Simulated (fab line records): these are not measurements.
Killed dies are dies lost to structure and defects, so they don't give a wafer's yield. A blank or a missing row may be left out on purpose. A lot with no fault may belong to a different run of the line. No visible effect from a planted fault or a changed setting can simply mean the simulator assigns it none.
Chamber matching + flow n5Finfet + rieDiel-02 running N5_BEOL_M11_DESCUM_33: 4 sister chambers
The step chemistry O2, time 7.9 s. 4 wafers are shown with their chamber, then 12 later ones without.

== EACH WAFER AND ITS CHAMBER ==
| wafer  | chamber | drypumpMotorCurrentA (A) |
|--------|---------|--------------------------|
| L083.5 | 0       | 5.6                      |
| L084.6 | 3       | 6.2                      |
| L085.4 | 1       | 5.2                      |
| L085.5 | 2       | 6.5                      |

== WAFERS WITHOUT THEIR CHAMBER ==
| wafer  | drypumpMotorCurrentA (A) |
|--------|--------------------------|
| L087.1 | 5.6                      |
| L087.2 | 5.2                      |
| L087.3 | 6.4                      |
| L090.3 | 6.4                      |
| L090.4 | 6.2                      |
| L090.6 | 6.4                      |
| L092.4 | 5.6                      |
| L092.5 | 5.2                      |
| L092.6 | 5.6                      |
| L095.2 | 5.2                      |
| L095.3 | 5.6                      |
| L095.4 | 6.4                      |

== EACH ONE'S CHAMBER ==
| wafer  | from the rows above     | in truth |
|--------|-------------------------|----------|
| L087.1 | 0                       | 0        |
| L087.2 | 1                       | 1        |
| L087.3 | can't be placed: 2 or 3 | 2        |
| L090.3 | can't be placed: 2 or 3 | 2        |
| L090.4 | 3                       | 3        |
| L090.6 | can't be placed: 2 or 3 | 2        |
| L092.4 | 0                       | 0        |
| L092.5 | 1                       | 1        |
| L092.6 | 0                       | 0        |
| L095.2 | 1                       | 1        |
| L095.3 | 0                       | 0        |
| L095.4 | can't be placed: 2 or 3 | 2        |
Correct placement for 8 of the 12. These rows do not allow placing 4 (true chamber among the candidates in 4). Number placed wrongly: 0.
How it was worked out, from the rows above alone: a wafer's distance from a chamber is the root of the sum, over the readings, of the square of ((its reading less the chamber's mean) divided by the reading's scatter). The wafer belongs to the nearest chamber; if the next one is less than 2 further off, it can't be placed. Each chamber's mean is taken over the wafers shown for it. The scatter: with one shown wafer a chamber, the root of the mean of the squares of how far each hidden wafer lies from its nearest shown one.
